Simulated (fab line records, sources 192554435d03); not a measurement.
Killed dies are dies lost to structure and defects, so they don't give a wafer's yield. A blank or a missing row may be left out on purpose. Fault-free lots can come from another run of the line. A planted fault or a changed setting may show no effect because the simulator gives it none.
Chamber matching | flow n5Finfet | N5_FIN_SAQP_MANDREL1_REMOVE_56 on rieSi-02: 4 sister chambers
The step chemistry HBr/Cl2/O2, target a-Si, stops on SiNx, bt time 10 s. 8 wafers are shown with their chamber, then 9 later ones without.

== WAFERS PAIRED WITH THEIR CHAMBERS ==
wafer  | chamber | drypumpMotorCurrentA (A) | oesProductAu (a.u.)
L082.5 | 2       | 5.6                      | 1.009
L089.5 | 0       | 5.7                      | 0.971
L090.2 | 1       | 6.2                      | 0.981
L090.3 | 0       | 5.7                      | 0.977
L090.4 | 3       | 6.7                      | 0.999
L094.1 | 1       | 6.3                      | 0.978
L094.2 | 3       | 6.7                      | 0.986
L094.3 | 2       | 5.6                      | 1.005

== WAFERS WITH NO CHAMBER GIVEN ==
wafer  | drypumpMotorCurrentA (A) | oesProductAu (a.u.)
L095.1 | 6.3                      | 0.963
L095.4 | 6.7                      | 0.990
L095.5 | 5.6                      | 1.004
L096.3 | 6.2                      | 0.981
L096.5 | 6.7                      | 1.008
L096.6 | 6.3                      | 0.988
L097.1 | 6.7                      | 1.004
L097.5 | 5.6                      | 1.006
L097.6 | 6.3                      | 0.977

== WHICH CHAMBER EACH WENT THROUGH ==
wafer  | from the rows above | in truth
L095.1 | 1                   | 1
L095.4 | 3                   | 3
L095.5 | 2                   | 2
L096.3 | 1                   | 1
L096.5 | 3                   | 3
L096.6 | 1                   | 1
L097.1 | 3                   | 3
L097.5 | 2                   | 2
L097.6 | 1                   | 1
9 of 9 placed correctly. From these rows, 0 cannot be placed. Number placed wrongly: 0.
How it was worked out, from the rows above alone: a wafer's distance from a chamber is the root of the sum, over the readings, of the square of ((its reading less the chamber's mean) divided by the reading's scatter). If the next closest chamber is less than 2 further off than the closest, the wafer can't be placed; otherwise it belongs to the closest. A chamber's mean is the mean of its shown wafers. The scatter: take each reading less its chamber's mean, square it, sum over the shown wafers, divide by the number of wafers less the number of chambers, and take the root.
